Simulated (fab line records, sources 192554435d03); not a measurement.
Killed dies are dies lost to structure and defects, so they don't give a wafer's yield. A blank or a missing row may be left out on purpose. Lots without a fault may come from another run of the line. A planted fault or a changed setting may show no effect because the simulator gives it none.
Chamber matching | flow n5_finfet | N5_FIN_SAQP_FIN_ETCH_36 on rie_si-03: 4 sister chambers
The step etches the open film in HBr/Cl2/O2, target depth 120 nm, time 50.4 s. 8 wafers are shown with their chamber, then 12 later ones without.

WAFERS WITH THEIR CHAMBER
wafer  | chamber | throttle_valve_pct (%) | drypump_motor_current_A (A)
L084.5 | 2       | 35.73                  | 6.0
L086.4 | 2       | 35.74                  | 6.0
L086.5 | 0       | 35.78                  | 5.8
L088.2 | 1       | 36.04                  | 6.2
L088.6 | 3       | 35.71                  | 5.7
L090.1 | 0       | 35.81                  | 5.8
L090.2 | 1       | 36.05                  | 6.2
L090.3 | 3       | 35.74                  | 5.8

WAFERS WITHOUT THEIR CHAMBER
wafer  | throttle_valve_pct (%) | drypump_motor_current_A (A)
L091.1 | 35.69                  | 5.8
L091.4 | 35.80                  | 5.8
L091.6 | 35.74                  | 6.0
L093.3 | 36.06                  | 6.2
L093.4 | 35.79                  | 5.8
L093.6 | 36.06                  | 6.2
L095.2 | 35.79                  | 5.8
L095.3 | 36.05                  | 6.2
L095.6 | 35.73                  | 5.7
L097.1 | 35.72                  | 5.8
L097.4 | 35.76                  | 6.0
L097.6 | 35.78                  | 6.0

WHICH CHAMBER EACH WENT THROUGH
wafer  | from the rows above | in truth
L091.1 | 3                   | 3
L091.4 | 0                   | 0
L091.6 | 2                   | 2
L093.3 | 1                   | 1
L093.4 | 0                   | 0
L093.6 | 1                   | 1
L095.2 | 0                   | 0
L095.3 | 1                   | 1
L095.6 | 3                   | 3
L097.1 | 3                   | 3
L097.4 | 2                   | 2
L097.6 | 2                   | 2
Placed correctly: 12 of 12. Can't be placed from these rows: 0. Placed wrongly: 0.
How it was worked out, from the rows above alone: a wafer's distance from a chamber is the root of the sum, over the readings, of the square of ((its reading less the chamber's mean) divided by the reading's scatter). The wafer belongs to the nearest chamber; if the next one is less than 2 further off, it can't be placed. A chamber's mean is the mean of its shown wafers. The scatter: the root of (the sum of the squares of (reading less its chamber's mean) over the shown wafers, divided by (wafers less chambers)).
